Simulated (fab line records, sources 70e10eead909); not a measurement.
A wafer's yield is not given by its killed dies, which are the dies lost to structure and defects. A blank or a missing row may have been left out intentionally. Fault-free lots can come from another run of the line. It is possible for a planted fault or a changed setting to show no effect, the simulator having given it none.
Chamber matching | flow nand-harc | NHARC_P_BONDPAD_ETCH_12 on rie-diel-13 has 4 sister chambers
The step etches the open film in CHF3/O2, target depth 200 nm, time 100 s. 8 wafers are shown with their chamber, then 8 later ones without.

## WAFERS PAIRED WITH THEIR CHAMBERS
wafer  | chamber | showerhead-plenum-p-Torr (Torr) | rf-vpp-V (V)
L776.1 | 2       | 2.55                            | 373.4
L778.3 | 0       | 2.56                            | 374.3
L778.6 | 0       | 2.56                            | 373.0
L782.5 | 3       | 2.34                            | 369.4
L782.6 | 2       | 2.54                            | 373.9
L785.4 | 1       | 2.56                            | 373.2
L785.5 | 3       | 2.34                            | 370.1
L796.3 | 1       | 2.56                            | 372.2

## WAFERS WITHOUT THEIR CHAMBER
wafer  | showerhead-plenum-p-Torr (Torr) | rf-vpp-V (V)
L796.5 | 2.54                            | 372.7
L796.6 | 2.34                            | 369.0
L797.2 | 2.54                            | 371.6
L797.3 | 2.34                            | 369.1
L797.5 | 2.54                            | 373.0
L798.1 | 2.56                            | 374.1
L798.2 | 2.54                            | 372.6
L798.4 | 2.34                            | 369.5

## CHAMBER TAKEN BY EACH
wafer  | from the rows above     | in truth
L796.5 | 2                       | 2
L796.6 | 3                       | 3
L797.2 | 2                       | 2
L797.3 | 3                       | 3
L797.5 | 2                       | 2
L798.1 | can't be placed: 0 or 1 | 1
L798.2 | 2                       | 2
L798.4 | 3                       | 3
Correctly placed: 7 of 8. Cannot be placed on the basis of these rows: 1; the candidates contain the true chamber in 1. Wrongly placed: 0.
How it was worked out, from the rows above alone: a wafer's distance from a chamber is the root of the sum, over the readings, of the square of ((its reading less the chamber's mean) divided by the reading's scatter). If the next closest chamber is less than 2 further off than the closest, the wafer can't be placed; otherwise it belongs to the closest. The mean given for a chamber averages the wafers shown for that chamber. The scatter: the root of (the sum of the squares of (reading less its chamber's mean) over the shown wafers, divided by (wafers less chambers)).
